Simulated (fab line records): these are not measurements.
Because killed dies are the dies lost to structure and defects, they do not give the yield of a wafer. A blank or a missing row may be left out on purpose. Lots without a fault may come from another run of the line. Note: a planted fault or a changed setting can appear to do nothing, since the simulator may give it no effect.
Chamber matching -- flow nand-harc -- NHARC_P_STI_ETCH_15 on rie-si-01 has 4 sister chambers
The step etches the open film in HBr/Cl2, target depth 300 nm, time 100.1 s. 8 wafers are shown with their chamber, then 8 later ones without.

## WAFERS, EACH WITH ITS CHAMBER
wafer,chamber,drypump-motor-current-A (A),oes-product-au (a.u.)
L708.5,2,5.0,0.978
L715.1,1,5.4,1.012
L716.2,0,5.6,0.995
L716.5,2,5.0,0.981
L718.2,3,6.1,0.994
L718.4,0,5.6,0.980
L718.5,3,6.1,0.997
L719.1,1,5.5,1.014

## WAFERS MISSING THEIR CHAMBER
wafer,drypump-motor-current-A (A),oes-product-au (a.u.)
L719.2,5.0,0.973
L719.5,5.6,1.002
L727.1,6.1,0.994
L727.4,5.6,0.983
L727.6,5.0,0.994
L729.2,5.5,1.023
L729.3,5.0,0.978
L729.4,5.6,0.970

## WHICH CHAMBER EACH WENT THROUGH
wafer,from the rows above,in truth
L719.2,2,2
L719.5,0,0
L727.1,3,3
L727.4,0,0
L727.6,2,2
L729.2,1,1
L729.3,2,2
L729.4,0,0
Correctly placed: 8 of 8. Number that these rows cannot place: 0. 0 placed wrongly.
How it was worked out, from the rows above alone: a wafer's distance from a chamber is the root of the sum, over the readings, of the square of ((its reading less the chamber's mean) divided by the reading's scatter). If the next closest chamber is less than 2 further off than the closest, the wafer can't be placed; otherwise it belongs to the closest. A chamber's mean is the mean of its shown wafers. The scatter is the square root of a quotient: the sum, over the shown wafers, of each reading's squared deviation from its chamber's mean, divided by wafers minus chambers.
